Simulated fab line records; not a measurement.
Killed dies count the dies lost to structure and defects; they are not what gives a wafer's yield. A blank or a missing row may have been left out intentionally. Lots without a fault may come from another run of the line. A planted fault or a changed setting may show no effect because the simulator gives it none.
Chamber matching | flow n5_finfet | N5_MOL_CONTACT_COAG_ETCH_15 on rie_diel-04: 4 sister chambers
The step etches SiNx in CH3F/O2, stops on Si:P, target depth 7 nm. 14 wafers are shown with their chamber, then 7 later ones without.

## EACH WAFER AND ITS CHAMBER
wafer  | chamber | showerhead_plenum_p_Torr (Torr) | oes_ar_750_au (a.u.) | oes_product_au (a.u.)
L077.4 | 3       | 2.06                            | 0.72                 | 0.52
L077.5 | 0       | 2.04                            | 0.87                 | 0.63
L077.6 | 3       | 2.06                            | 0.73                 | 0.53
L079.2 | 1       | 1.97                            | 0.89                 | 0.65
L079.3 | 2       | 1.95                            | 0.94                 | 0.69
L079.6 | 2       | 1.95                            | 0.94                 | 0.69
L082.1 | 3       | 2.05                            | 0.72                 | 0.52
L082.3 | 1       | 1.97                            | 0.88                 | 0.64
L082.4 | 2       | 1.94                            | 0.92                 | 0.67
L083.1 | 2       | 1.94                            | 0.92                 | 0.67
L083.2 | 1       | 1.97                            | 0.88                 | 0.64
L083.4 | 1       | 1.97                            | 0.88                 | 0.64
L089.3 | 2       | 1.94                            | 0.90                 | 0.65
L089.4 | 3       | 2.05                            | 0.71                 | 0.52

SIGNATURES (averages over the wafers above)
reading                  | chamber 0 | chamber 1 | chamber 2 | chamber 3 | scatter within a chamber
showerhead_plenum_p_Torr | 2.0400    | 1.9700    | 1.9440    | 2.0550    | 0.00469
oes_ar_750_au            | 0.8700    | 0.8825    | 0.9240    | 0.7200    | 0.0118
oes_product_au           | 0.6300    | 0.6425    | 0.6740    | 0.5225    | 0.0113
Rule: a wafer lies at a distance from a chamber equal to the root of the sum of squares, over the readings, of (its reading less the chamber's mean, divided by the reading's scatter). The wafer belongs to the nearest chamber; if the next one is less than 2 further off, it can't be placed. The scatter: take each reading less its chamber's mean, square it, sum over the shown wafers, divide by the number of wafers less the number of chambers, and take the root.

## WAFERS WHOSE CHAMBER IS MISSING
wafer  | showerhead_plenum_p_Torr (Torr) | oes_ar_750_au (a.u.) | oes_product_au (a.u.)
L089.6 | 1.94                            | 0.89                 | 0.65
L092.1 | 1.94                            | 0.89                 | 0.64
L092.4 | 1.96                            | 0.85                 | 0.61
L092.6 | 2.03                            | 0.83                 | 0.60
L097.1 | 1.95                            | 0.83                 | 0.61
L097.4 | 1.94                            | 0.88                 | 0.64
L097.5 | 1.95                            | 0.83                 | 0.60

## EACH ONE'S CHAMBER
wafer  | from the rows above     | in truth
L089.6 | 2                       | 2
L092.1 | 2                       | 2
L092.4 | 1                       | 1
L092.6 | 0                       | 0
L097.1 | 1                       | 1
L097.4 | can't be placed: 2 or 1 | 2
L097.5 | 1                       | 1
Correct placement for 6 of the 7. Can't be placed from these rows: 1 (the true chamber is among the candidates in 1). Wrongly placed: 0.
